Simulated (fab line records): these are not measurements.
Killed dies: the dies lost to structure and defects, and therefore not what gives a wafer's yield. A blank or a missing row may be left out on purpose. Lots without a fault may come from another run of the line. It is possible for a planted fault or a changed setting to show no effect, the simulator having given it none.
Chamber matching || flow n5 finfet || rie diel-01 running N5_MOL_CONTACT_COAG_DESCUM_13: 4 sister chambers
The step chemistry O2, time 7 s. 24 wafers are shown with their chamber, then 12 later ones without.

== WAFERS WITH THEIR CHAMBER ==
{"wafer": "L077.4", "chamber": 1, "drypump motor current A (A)": 6.4, "showerhead plenum p Torr (Torr)": 2.06, "throttle valve pct (%)": 20.07}
{"wafer": "L077.5", "chamber": 2, "drypump motor current A (A)": 5.4, "showerhead plenum p Torr (Torr)": 2.16, "throttle valve pct (%)": 20.42}
{"wafer": "L077.6", "chamber": 1, "drypump motor current A (A)": 6.5, "showerhead plenum p Torr (Torr)": 2.06, "throttle valve pct (%)": 20.04}
{"wafer": "L079.1", "chamber": 3, "drypump motor current A (A)": 5.1, "showerhead plenum p Torr (Torr)": 1.92, "throttle valve pct (%)": 20.20}
{"wafer": "L079.4", "chamber": 1, "drypump motor current A (A)": 6.4, "showerhead plenum p Torr (Torr)": 2.05, "throttle valve pct (%)": 20.08}
{"wafer": "L079.6", "chamber": 1, "drypump motor current A (A)": 6.4, "showerhead plenum p Torr (Torr)": 2.05, "throttle valve pct (%)": 20.06}
{"wafer": "L084.1", "chamber": 0, "drypump motor current A (A)": 6.2, "showerhead plenum p Torr (Torr)": 2.01, "throttle valve pct (%)": 20.55}
{"wafer": "L084.3", "chamber": 2, "drypump motor current A (A)": 5.4, "showerhead plenum p Torr (Torr)": 2.15, "throttle valve pct (%)": 20.42}
{"wafer": "L084.4", "chamber": 1, "drypump motor current A (A)": 6.5, "showerhead plenum p Torr (Torr)": 2.05, "throttle valve pct (%)": 20.08}
{"wafer": "L085.1", "chamber": 2, "drypump motor current A (A)": 5.4, "showerhead plenum p Torr (Torr)": 2.15, "throttle valve pct (%)": 20.43}
{"wafer": "L085.4", "chamber": 0, "drypump motor current A (A)": 6.2, "showerhead plenum p Torr (Torr)": 2.01, "throttle valve pct (%)": 20.56}
{"wafer": "L085.6", "chamber": 3, "drypump motor current A (A)": 5.1, "showerhead plenum p Torr (Torr)": 1.92, "throttle valve pct (%)": 20.20}
{"wafer": "L087.1", "chamber": 3, "drypump motor current A (A)": 5.1, "showerhead plenum p Torr (Torr)": 1.92, "throttle valve pct (%)": 20.22}
{"wafer": "L087.2", "chamber": 0, "drypump motor current A (A)": 6.2, "showerhead plenum p Torr (Torr)": 2.01, "throttle valve pct (%)": 20.57}
{"wafer": "L087.5", "chamber": 3, "drypump motor current A (A)": 5.1, "showerhead plenum p Torr (Torr)": 1.92, "throttle valve pct (%)": 20.20}
{"wafer": "L088.2", "chamber": 3, "drypump motor current A (A)": 5.1, "showerhead plenum p Torr (Torr)": 1.92, "throttle valve pct (%)": 20.24}
{"wafer": "L088.3", "chamber": 1, "drypump motor current A (A)": 6.4, "showerhead plenum p Torr (Torr)": 2.05, "throttle valve pct (%)": 20.07}
{"wafer": "L088.6", "chamber": 1, "drypump motor current A (A)": 6.5, "showerhead plenum p Torr (Torr)": 2.05, "throttle valve pct (%)": 20.08}
{"wafer": "L089.2", "chamber": 2, "drypump motor current A (A)": 5.4, "showerhead plenum p Torr (Torr)": 2.15, "throttle valve pct (%)": 20.46}
{"wafer": "L089.3", "chamber": 0, "drypump motor current A (A)": 6.2, "showerhead plenum p Torr (Torr)": 2.01, "throttle valve pct (%)": 20.58}
{"wafer": "L089.5", "chamber": 3, "drypump motor current A (A)": 5.1, "showerhead plenum p Torr (Torr)": 1.92, "throttle valve pct (%)": 20.22}
{"wafer": "L090.2", "chamber": 2, "drypump motor current A (A)": 5.4, "showerhead plenum p Torr (Torr)": 2.15, "throttle valve pct (%)": 20.45}
{"wafer": "L090.4", "chamber": 1, "drypump motor current A (A)": 6.5, "showerhead plenum p Torr (Torr)": 2.05, "throttle valve pct (%)": 20.09}
{"wafer": "L090.6", "chamber": 2, "drypump motor current A (A)": 5.4, "showerhead plenum p Torr (Torr)": 2.15, "throttle valve pct (%)": 20.46}

SIGNATURES, as means of the wafers listed above
{"reading": "drypump motor current A", "chamber 0": 6.200, "chamber 1": 6.450, "chamber 2": 5.400, "chamber 3": 5.100, "scatter within a chamber": 0.0316}
{"reading": "showerhead plenum p Torr", "chamber 0": 2.0100, "chamber 1": 2.0525, "chamber 2": 2.1517, "chamber 3": 1.9200, "scatter within a chamber": 0.00342}
{"reading": "throttle valve pct", "chamber 0": 20.5650, "chamber 1": 20.0712, "chamber 2": 20.4400, "chamber 3": 20.2133, "scatter within a chamber": 0.0163}
Rule: a wafer's distance from a chamber is the root of the sum, over the readings, of the square of ((its reading less the chamber's mean) divided by the reading's scatter). If the next closest chamber is less than 2 further off than the closest, the wafer can't be placed; otherwise it belongs to the closest. How the scatter is found: for the shown wafers, subtract from each reading the mean of its chamber, square and add these, divide the total by (wafers less chambers), then take the root.

== WAFERS WHOSE CHAMBER IS MISSING ==
{"wafer": "L092.1", "drypump motor current A (A)": 6.4, "showerhead plenum p Torr (Torr)": 2.05, "throttle valve pct (%)": 20.08}
{"wafer": "L092.2", "drypump motor current A (A)": 6.2, "showerhead plenum p Torr (Torr)": 2.01, "throttle valve pct (%)": 20.56}
{"wafer": "L092.4", "drypump motor current A (A)": 5.1, "showerhead plenum p Torr (Torr)": 1.92, "throttle valve pct (%)": 20.23}
{"wafer": "L093.2", "drypump motor current A (A)": 6.2, "showerhead plenum p Torr (Torr)": 2.01, "throttle valve pct (%)": 20.58}
{"wafer": "L093.4", "drypump motor current A (A)": 5.1, "showerhead plenum p Torr (Torr)": 1.91, "throttle valve pct (%)": 20.22}
{"wafer": "L093.6", "drypump motor current A (A)": 6.5, "showerhead plenum p Torr (Torr)": 2.04, "throttle valve pct (%)": 20.10}
{"wafer": "L094.1", "drypump motor current A (A)": 6.2, "showerhead plenum p Torr (Torr)": 2.01, "throttle valve pct (%)": 20.59}
{"wafer": "L094.3", "drypump motor current A (A)": 5.4, "showerhead plenum p Torr (Torr)": 2.15, "throttle valve pct (%)": 20.47}
{"wafer": "L094.4", "drypump motor current A (A)": 5.1, "showerhead plenum p Torr (Torr)": 1.91, "throttle valve pct (%)": 20.23}
{"wafer": "L097.1", "drypump motor current A (A)": 5.1, "showerhead plenum p Torr (Torr)": 1.91, "throttle valve pct (%)": 20.24}
{"wafer": "L097.5", "drypump motor current A (A)": 5.1, "showerhead plenum p Torr (Torr)": 1.91, "throttle valve pct (%)": 20.25}
{"wafer": "L097.6", "drypump motor current A (A)": 5.4, "showerhead plenum p Torr (Torr)": 2.15, "throttle valve pct (%)": 20.47}

== WHICH CHAMBER EACH ONE RAN IN ==
{"wafer": "L092.1", "from the rows above": 1, "in truth": 1}
{"wafer": "L092.2", "from the rows above": 0, "in truth": 0}
{"wafer": "L092.4", "from the rows above": 3, "in truth": 3}
{"wafer": "L093.2", "from the rows above": 0, "in truth": 0}
{"wafer": "L093.4", "from the rows above": 3, "in truth": 3}
{"wafer": "L093.6", "from the rows above": 1, "in truth": 1}
{"wafer": "L094.1", "from the rows above": 0, "in truth": 0}
{"wafer": "L094.3", "from the rows above": 2, "in truth": 2}
{"wafer": "L094.4", "from the rows above": 3, "in truth": 3}
{"wafer": "L097.1", "from the rows above": 3, "in truth": 3}
{"wafer": "L097.5", "from the rows above": 3, "in truth": 3}
{"wafer": "L097.6", "from the rows above": 2, "in truth": 2}
Placed correctly: 12 of 12. Number that these rows cannot place: 0. Number placed wrongly: 0.
